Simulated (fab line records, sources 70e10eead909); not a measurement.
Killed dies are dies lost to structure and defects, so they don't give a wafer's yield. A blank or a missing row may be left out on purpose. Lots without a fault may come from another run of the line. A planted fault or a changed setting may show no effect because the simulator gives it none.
Chamber matching | flow nand_harc | NHARC_A_WL_FILL_ALD_00 on ald_hk-01: 4 sister chambers
The step deposits Al2O3, target thk 3 nm, pulse time 3 s, ald cycles 30. 8 wafers are shown with their chamber, then 11 later ones without.

WAFERS WITH THEIR CHAMBER
wafer  | chamber | heater_power_w (W) | precursor_pulse_height_rel
L082.4 | 1       | 557                | 1.016
L083.2 | 0       | 457                | 0.979
L083.3 | 2       | 378                | 1.006
L083.6 | 3       | 476                | 1.021
L085.1 | 1       | 575                | 1.006
L085.3 | 0       | 459                | 0.991
L085.6 | 3       | 466                | 1.002
L087.2 | 2       | 377                | 1.004

WAFERS WITHOUT THEIR CHAMBER
wafer  | heater_power_w (W) | precursor_pulse_height_rel
L087.3 | 453                | 0.999
L087.4 | 478                | 1.028
L090.1 | 476                | 1.018
L090.4 | 458                | 1.000
L090.5 | 466                | 0.968
L094.1 | 514                | 0.976
L094.2 | 377                | 1.001
L094.3 | 453                | 0.970
L094.4 | 484                | 1.000
L094.5 | 458                | 1.000
L094.6 | 496                | 0.994

WHICH CHAMBER EACH WENT THROUGH
wafer  | from the rows above          | in truth
L087.3 | can't be placed: 0 or 3      | 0
L087.4 | 3                            | 3
L090.1 | 3                            | 3
L090.4 | can't be placed: 0 or 3      | 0
L090.5 | 0                            | 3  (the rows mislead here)
L094.1 | can't be placed: 3 or 0 or 1 | 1
L094.2 | 2                            | 2
L094.3 | 0                            | 0
L094.4 | can't be placed: 3 or 0      | 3
L094.5 | can't be placed: 0 or 3      | 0
L094.6 | can't be placed: 3 or 0      | 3
Placed correctly: 4 of 11. Can't be placed from these rows: 6 (the true chamber is among the candidates in 6). Placed wrongly: 1.
How it was worked out, from the rows above alone: a wafer's distance from a chamber is the root of the sum, over the readings, of the square of ((its reading less the chamber's mean) divided by the reading's scatter). The wafer belongs to the nearest chamber; if the next one is less than 2 further off, it can't be placed. A chamber's mean is the mean of its shown wafers. The scatter: the root of (the sum of the squares of (reading less its chamber's mean) over the shown wafers, divided by (wafers less chambers)).
